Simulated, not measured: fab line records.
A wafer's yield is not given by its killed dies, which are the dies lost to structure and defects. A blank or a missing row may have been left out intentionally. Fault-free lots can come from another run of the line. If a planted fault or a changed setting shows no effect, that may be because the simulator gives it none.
What tool caused it?	flow n5-finfet	20 lots, 60 wafers sampled, at 6 steps of a route of 1938

## WHAT THE GAUGES SHOWED, per wafer
Not one reading of a measure or inspect step in the record can be checked against a usual standard deviation.

## EACH LOT AND THE TOOL THAT RAN IT (in order: tool; ch and the chambers of the sampled wafers; start)
lot	N5_HKMG_FIN_W_FILL_22	N5_GATE_CUT_DESCUM_18	N5_GATE_CUT_CUT_ETCH_53	N5_GATE_CUT_CUT_ETCH_54	N5_GATE_CUT_ETCH_47	N5_GATE_CUT_STRIP_21
L075	cvd-w-01 ch 0,1, day 4 12:30	rie-diel-02 ch 2,3, day 4 17:22	rie-metal-02 ch 0,1, day 4 17:47	rie-metal-02 ch 0,1, day 4 17:51	rie-metal-02 ch 0,1, day 4 17:56	plasma-asher-01 ch 0,1, day 4 18:05
L076	cvd-w-02 ch 0,1, day 4 19:40	rie-diel-06 ch 0,1,3, day 5 00:12	rie-metal-01 ch 1, day 5 00:35	rie-metal-01 ch 1, day 5 00:39	rie-metal-01 ch 1, day 5 00:44	plasma-asher-01 ch 0,1, day 5 00:53
L078	cvd-w-01 ch 0, day 5 09:50	rie-diel-06 ch 0,1,3, day 5 14:33	rie-metal-02 ch 0, day 5 14:58	rie-metal-02 ch 0, day 5 15:05	rie-metal-02 ch 0, day 5 15:15	plasma-asher-02 ch 0,1, day 5 15:32
L079	cvd-w-02 ch 0,1, day 5 15:59	rie-diel-06 ch 0,1, day 5 20:56	rie-metal-03 ch 0,1, day 5 21:20	rie-metal-03 ch 0,1, day 5 21:23	rie-metal-03 ch 0,1, day 5 21:29	plasma-asher-01 ch 0,1, day 5 21:37
L080	cvd-w-02 ch 0,1, day 5 18:13	rie-diel-02 ch 1,2,3, day 5 22:44	rie-metal-02 ch 0,1, day 5 23:08	rie-metal-02 ch 0,1, day 5 23:11	rie-metal-02 ch 0,1, day 5 23:17	plasma-asher-01 ch 0,1, day 5 23:25
L081	cvd-w-02 ch 1, day 6 02:19	rie-diel-02 ch 1,2,3, day 6 07:04	rie-metal-02 ch 0,1, day 6 07:27	rie-metal-02 ch 0,1, day 6 07:31	rie-metal-02 ch 0,1, day 6 07:36	plasma-asher-01 ch 0,1, day 6 07:44
L082	cvd-w-02 ch 0,1, day 6 06:21	rie-diel-02 ch 0,2,3, day 6 11:04	rie-metal-02 ch 0,1, day 6 11:28	rie-metal-02 ch 0,1, day 6 11:32	rie-metal-02 ch 0,1, day 6 11:37	plasma-asher-02 ch 0,1, day 6 11:46
L084	cvd-w-02 ch 0,1, day 6 17:20	rie-diel-02 ch 2,3, day 6 22:16	rie-metal-02 ch 0,1, day 6 22:40	rie-metal-02 ch 0,1, day 6 22:43	rie-metal-02 ch 0,1, day 6 22:49	plasma-asher-02 ch 0,1, day 6 22:57
L085	cvd-w-02 ch 0, day 7 02:57	rie-diel-02 ch 1,3, day 7 07:47	rie-metal-01 ch 0,1, day 7 08:11	rie-metal-01 ch 0,1, day 7 08:15	rie-metal-01 ch 0,1, day 7 08:20	plasma-asher-01 ch 0, day 7 08:29
L087	cvd-w-02 ch 0,1, day 7 12:51	rie-diel-03 ch 0,2, day 7 17:54	rie-metal-01 ch 0,1, day 7 18:19	rie-metal-01 ch 0,1, day 7 18:22	rie-metal-01 ch 0,1, day 7 18:27	plasma-asher-01 ch 0,1, day 7 18:36
L088	cvd-w-02 ch 0,1, day 7 18:41	rie-diel-02 ch 0,1, day 7 23:12	rie-metal-02 ch 0,1, day 7 23:36	rie-metal-02 ch 0,1, day 7 23:40	rie-metal-02 ch 0,1, day 7 23:45	plasma-asher-02 ch 0,1, day 7 23:53
L089	cvd-w-01 ch 0,1, day 7 23:53	rie-diel-03 ch 1,2,3, day 8 08:10	rie-metal-01 ch 0,1, day 8 08:34	rie-metal-01 ch 0,1, day 8 08:37	rie-metal-01 ch 0,1, day 8 08:43	plasma-asher-01 ch 0,1, day 8 08:51
L090	cvd-w-02 ch 0,1, day 8 08:37	rie-diel-06 ch 1,3, day 8 13:16	rie-metal-03 ch 0,1, day 8 13:39	rie-metal-03 ch 0,1, day 8 13:43	rie-metal-03 ch 0,1, day 8 13:48	plasma-asher-01 ch 1, day 8 13:56
L091	cvd-w-02 ch 0,1, day 8 11:01	rie-diel-06 ch 1,2,3, day 8 15:40	rie-metal-03 ch 0,1, day 8 16:04	rie-metal-03 ch 0,1, day 8 16:07	rie-metal-03 ch 0,1, day 8 16:13	plasma-asher-02 ch 0,1, day 8 16:21
L092	cvd-w-01 ch 0,1, day 8 17:18	rie-diel-03 ch 1,3, day 8 22:04	rie-metal-01 ch 0,1, day 8 22:28	rie-metal-01 ch 0,1, day 8 22:31	rie-metal-01 ch 0,1, day 8 22:37	plasma-asher-02 ch 0,1, day 8 22:45
L093	cvd-w-01 ch 0,1, day 8 22:39	rie-diel-06 ch 0,2,3, day 9 04:02	rie-metal-01 ch 0,1, day 9 04:26	rie-metal-01 ch 0,1, day 9 04:30	rie-metal-01 ch 0,1, day 9 04:35	plasma-asher-01 ch 0,1, day 9 04:44
L094	cvd-w-01 ch 0,1, day 9 09:57	rie-diel-03 ch 1,2,3, day 9 14:46	rie-metal-01 ch 0,1, day 9 15:11	rie-metal-01 ch 0,1, day 9 15:14	rie-metal-01 ch 0,1, day 9 15:19	plasma-asher-01 ch 0,1, day 9 15:28
L095	cvd-w-02 ch 0,1, day 9 13:17	rie-diel-03 ch 1,3, day 9 17:57	rie-metal-01 ch 0,1, day 9 18:20	rie-metal-01 ch 0,1, day 9 18:24	rie-metal-01 ch 0,1, day 9 18:29	plasma-asher-01 ch 0,1, day 9 18:40
L096	cvd-w-01 ch 0,1, day 9 21:33	rie-diel-06 ch 0,1,3, day 10 02:05	rie-metal-03 ch 0,1, day 10 02:30	rie-metal-03 ch 0,1, day 10 02:34	rie-metal-03 ch 0,1, day 10 02:38	plasma-asher-01 ch 0,1, day 10 02:47
L097	cvd-w-02 ch 0,1, day 10 05:25	rie-diel-02 ch 1,2,3, day 10 10:11	rie-metal-02 ch 0,1, day 10 10:35	rie-metal-02 ch 0,1, day 10 10:38	rie-metal-02 ch 0,1, day 10 10:44	plasma-asher-02 ch 0,1, day 10 10:52
- N5_HKMG_FIN_W_FILL_22: material W, target thk 60 nm, time 18.2 s.
- N5_GATE_CUT_DESCUM_18: chemistry O2, time 7 s.
- N5_GATE_CUT_CUT_ETCH_53: etches W in SF6/Cl2, target depth 79.2 nm.
- N5_GATE_CUT_CUT_ETCH_54: etches TiN in Cl2/BCl3, target depth 96.7 nm.
- N5_GATE_CUT_ETCH_47: etches SiO2 in Cl2/BCl3, target depth 10 nm.
- N5_GATE_CUT_STRIP_21: strips in N2/H2, time 30 s.

## WHAT THE TOOLS THEMSELVES READ (means of the sampled wafers that have a number; where no wafer has one, the mark that the record gives instead)
N5_HKMG_FIN_W_FILL_22. Usual: chamber-pressure-Torr 39.41 Torr, standard deviation 0.087; heater-power-w 859 W, standard deviation 44; susceptor-temp-C 399.99 C, standard deviation 0.21; throttle-valve-pct 18.6 %, standard deviation 0.75.
lot	tool	chamber-pressure-Torr (Torr)	heater-power-w (W)	susceptor-temp-C (C)	throttle-valve-pct (%)	flag
L075	cvd-w-01	39.38	898	400.01	19.0	
L076	cvd-w-02	39.43	818	400.11	18.2	
L078	cvd-w-01	39.52	905	399.88	19.9	
L079	cvd-w-02	39.44	823	400.22	18.2	
L080	cvd-w-02	39.36	835	400.18	18.2	
L081	cvd-w-02	39.34	859	400.00	18.3	
L082	cvd-w-02	39.48	807	400.16	18.1	
L084	cvd-w-02	39.43	848	400.26	18.3	
L085	cvd-w-02	39.43	809	400.45	18.1	
L087	cvd-w-02	39.40	837	399.73	18.2	
L088	cvd-w-02	39.29	830	399.96	18.2	
L089	cvd-w-01	39.34	898	399.95	19.7	
L090	cvd-w-02	39.42	846	400.04	18.4	
L091	cvd-w-02	39.40	846	400.01	18.4	
L092	cvd-w-01	39.46	922	399.96	19.7	
L093	cvd-w-01	39.49	910	399.98	19.5	
L094	cvd-w-01	39.43	911	399.95	19.7	
L095	cvd-w-02	39.41	819	399.85	18.3	
L096	cvd-w-01	39.31	912	400.03	19.7	
L097	cvd-w-02	39.38	812	400.00	18.2	

N5_GATE_CUT_DESCUM_18. Usual: drypump-motor-current-A 5.6 A, standard deviation 0.52; o2-flow-sccm 225.0 sccm, standard deviation 0.67; oes-product-au 0.78 a.u., standard deviation 0.08; rf-vpp-V 242.9 V, standard deviation 1.6; showerhead-plenum-p-Torr 2.08 Torr, standard deviation 0.086; throttle-valve-pct 20.52 %, standard deviation 0.25.
lot	tool	drypump-motor-current-A (A)	o2-flow-sccm (sccm)	oes-product-au (a.u.)	rf-vpp-V (V)	showerhead-plenum-p-Torr (Torr)	throttle-valve-pct (%)	flag
L075	rie-diel-02	5.9	225.0	0.75	242.7	2.11	20.42	
L076	rie-diel-06	5.5	224.8	0.81	243.6	2.10	20.43	
L078	rie-diel-06	5.5	225.2	0.81	243.5	2.09	20.43	
L079	rie-diel-06	6.0	225.0	0.75	242.7	2.04	20.55	
L080	rie-diel-02	5.7	225.2	0.75	242.9	2.09	20.60	
L081	rie-diel-02	5.7	224.9	0.76	243.2	2.08	20.60	
L082	rie-diel-02	5.8	224.8	0.76	242.1	2.04	20.52	
L084	rie-diel-02	5.8	224.7	0.81	243.6	2.07	20.43	
L085	rie-diel-02	5.8	224.7	0.68	244.0	2.12	20.63	
L087	rie-diel-03	5.5	224.4	0.81	242.8	2.09	20.51	
L088	rie-diel-02	5.6	225.1	0.72	241.8	2.03	20.89	
L089	rie-diel-03	5.6	225.0	0.82	243.2	2.08	20.42	
L090	rie-diel-06	5.2	225.5	0.81	243.8	2.16	20.28	
L091	rie-diel-06	5.0	224.8	0.78	243.7	2.12	20.46	
L092	rie-diel-03	6.0	224.8	0.76	243.9	2.06	20.43	
L093	rie-diel-06	5.2	224.7	0.75	242.3	2.05	20.67	
L094	rie-diel-03	5.5	225.3	0.81	243.5	2.08	20.44	
L095	rie-diel-03	5.5	224.9	0.82	244.4	2.14	20.30	
L096	rie-diel-06	5.4	224.0	0.77	243.2	2.08	20.48	
L097	rie-diel-02	5.7	225.1	0.82	242.7	2.07	20.49	

N5_GATE_CUT_CUT_ETCH_53. Usual: SF6_flow_sccm 39.99 sccm, standard deviation 0.11; drypump-motor-current-A 5.95 A, standard deviation 0.24; etch-rf-on-time-s 26.7 s, standard deviation 1.1; oes-product-au 0.69 a.u., standard deviation 0.073; throttle-valve-pct 29.1 %, standard deviation 0.37.
lot	tool	SF6_flow_sccm (sccm)	drypump-motor-current-A (A)	etch-rf-on-time-s (s)	oes-product-au (a.u.)	throttle-valve-pct (%)	flag
L075	rie-metal-02	39.92	5.78	27.2	0.60	29.4	
L076	rie-metal-01	40.03	6.03	25.6	0.72	29.0	
L078	rie-metal-02	39.95	6.09	25.5	0.70	28.7	
L079	rie-metal-03	39.96	5.72	27.8	0.73	29.0	
L080	rie-metal-02	40.11	5.90	26.1	0.65	29.1	
L081	rie-metal-02	40.14	5.91	25.9	0.65	29.1	
L082	rie-metal-02	39.87	5.92	26.5	0.64	29.1	
L084	rie-metal-02	39.96	5.95	26.4	0.64	29.1	
L085	rie-metal-01	40.05	6.21	26.5	0.75	29.1	
L087	rie-metal-01	39.96	6.11	26.3	0.73	29.0	
L088	rie-metal-02	40.02	5.90	26.5	0.64	29.1	
L089	rie-metal-01	39.96	6.22	26.6	0.74	29.1	
L090	rie-metal-03	39.96	5.64	27.8	0.71	29.0	
L091	rie-metal-03	39.83	5.72	27.7	0.72	29.0	
L092	rie-metal-01	39.90	6.12	26.2	0.72	29.0	
L093	rie-metal-01	40.10	6.22	26.8	0.74	29.1	
L094	rie-metal-01	39.99	6.21	26.4	0.74	29.1	
L095	rie-metal-01	39.92	6.11	26.4	0.71	29.0	
L096	rie-metal-03	40.01	5.71	27.6	0.71	29.0	
L097	rie-metal-02	40.02	5.92	26.3	0.63	29.1	

N5_GATE_CUT_CUT_ETCH_54. Usual: drypump-motor-current-A 5.95 A, standard deviation 0.24; etch-rf-on-time-s 37.2 s, standard deviation 1.5; mfc-ar-sccm 25.01 sccm, standard deviation 0.072; oes-product-au 0.69 a.u., standard deviation 0.073; throttle-valve-pct 22.4 %, standard deviation 0.33.
lot	tool	drypump-motor-current-A (A)	etch-rf-on-time-s (s)	mfc-ar-sccm (sccm)	oes-product-au (a.u.)	throttle-valve-pct (%)	flag
L075	rie-metal-02	5.81	37.6	24.99	0.61	22.8	
L076	rie-metal-01	6.00	36.2	25.01	0.71	22.2	
L078	rie-metal-02	6.07	34.7	25.09	0.71	22.1	
L079	rie-metal-03	5.73	38.7	25.05	0.73	22.4	
L080	rie-metal-02	5.92	36.9	25.04	0.64	22.4	
L081	rie-metal-02	5.93	36.7	24.96	0.65	22.4	
L082	rie-metal-02	5.91	36.5	25.02	0.65	22.4	
L084	rie-metal-02	5.92	37.2	24.96	0.64	22.4	
L085	rie-metal-01	6.22	36.9	24.99	0.76	22.3	
L087	rie-metal-01	6.13	36.4	25.02	0.72	22.3	
L088	rie-metal-02	5.90	36.8	25.03	0.64	22.4	
L089	rie-metal-01	6.21	37.0	25.01	0.75	22.3	
L090	rie-metal-03	5.63	38.7	25.02	0.72	22.3	
L091	rie-metal-03	5.72	38.3	24.95	0.72	22.4	
L092	rie-metal-01	6.11	36.7	24.96	0.71	22.3	
L093	rie-metal-01	6.20	36.8	25.00	0.74	22.3	
L094	rie-metal-01	6.23	37.1	25.02	0.74	22.3	
L095	rie-metal-01	6.13	36.7	25.09	0.71	22.3	
L096	rie-metal-03	5.72	38.8	25.04	0.71	22.4	
L097	rie-metal-02	5.92	37.2	24.94	0.62	22.4	

N5_GATE_CUT_ETCH_47. Usual: drypump-motor-current-A 5.95 A, standard deviation 0.25; mfc-ar-sccm 25.00 sccm, standard deviation 0.082; oes-product-au 0.78 a.u., standard deviation 0.078; throttle-valve-pct 22.9 %, standard deviation 0.32.
lot	tool	drypump-motor-current-A (A)	mfc-ar-sccm (sccm)	oes-product-au (a.u.)	throttle-valve-pct (%)	flag
L075	rie-metal-02	5.79	25.03	0.69	23.3	
L076	rie-metal-01	6.02	25.06	0.79	22.7	
L078	rie-metal-02	6.04	25.06	0.78	22.7	
L079	rie-metal-03	5.70	24.93	0.84	22.9	
L080	rie-metal-02	5.89	24.94	0.72	23.0	
L081	rie-metal-02	5.96	25.07	0.73	23.0	
L082	rie-metal-02	5.92	25.06	0.72	23.0	
L084	rie-metal-02	5.94	24.97	0.72	23.0	
L085	rie-metal-01	6.22	25.04	0.85	22.8	
L087	rie-metal-01	6.09	25.00	0.81	22.8	
L088	rie-metal-02	5.94	25.01	0.71	23.0	
L089	rie-metal-01	6.20	25.04	0.83	22.8	
L090	rie-metal-03	5.63	25.00	0.81	22.9	
L091	rie-metal-03	5.71	25.10	0.82	22.9	
L092	rie-metal-01	6.12	25.02	0.80	22.8	
L093	rie-metal-01	6.20	24.92	0.82	22.8	
L094	rie-metal-01	6.22	25.07	0.82	22.9	
L095	rie-metal-01	6.11	24.96	0.79	22.8	
L096	rie-metal-03	5.72	24.98	0.81	22.9	
L097	rie-metal-02	5.92	24.97	0.70	23.0	

N5_GATE_CUT_STRIP_21. Usual: drypump-motor-current-A 6.0 A, standard deviation 0.62; h2-flow-sccm 3251 sccm, standard deviation 8.4; heater-power-w 385 W, standard deviation 29; n2-flow-sccm 1750 sccm, standard deviation 5.6.
lot	tool	drypump-motor-current-A (A)	h2-flow-sccm (sccm)	heater-power-w (W)	n2-flow-sccm (sccm)	flag
L075	plasma-asher-01	6.0	3255	387	1753	
L076	plasma-asher-01	6.0	3251	393	1750	
L078	plasma-asher-02	6.4	3251	381	1746	
L079	plasma-asher-01	5.9	3262	396	1750	
L080	plasma-asher-01	5.5	3244	405	1749	
L081	plasma-asher-01	5.9	3250	398	1751	
L082	plasma-asher-02	6.2	3252	355	1745	
L084	plasma-asher-02	6.4	3246	378	1752	
L085	plasma-asher-01	5.1	3251	400	1747	
L087	plasma-asher-01	6.0	3248	398	1747	
L088	plasma-asher-02	6.2	3253	352	1747	
L089	plasma-asher-01	5.9	3238	390	1745	
L090	plasma-asher-01	6.3	3251	389	1748	
L091	plasma-asher-02	6.5	3251	386	1751	
L092	plasma-asher-02	6.1	3250	353	1750	
L093	plasma-asher-01	5.9	3249	393	1751	
L094	plasma-asher-01	5.9	3251	395	1751	
L095	plasma-asher-01	5.5	3242	398	1747	
L096	plasma-asher-01	6.0	3249	396	1752	
L097	plasma-asher-02	6.2	3244	353	1748	

## THE ANSWER, worked out from the rows above alone
Rule: a lot is off if the mean of its wafers that have a number lies more than 3 standard deviations from the usual mean. Also off: a lot with no number at a reading for which 4 or more lots have one. Any other lot the step has rows for is counted as sound. After the gauges, taken in route order, come the tools' own readings; for these a lot's mean is taken, as printed above. The first step at which some lot is off is used, and at that step the reading that is off furthest; a lot without a number counts as furthest.
Nothing can be told from this: no lot is off at any reading shown.

## WHAT HAD BEEN PUT IN BY THE SIMULATOR
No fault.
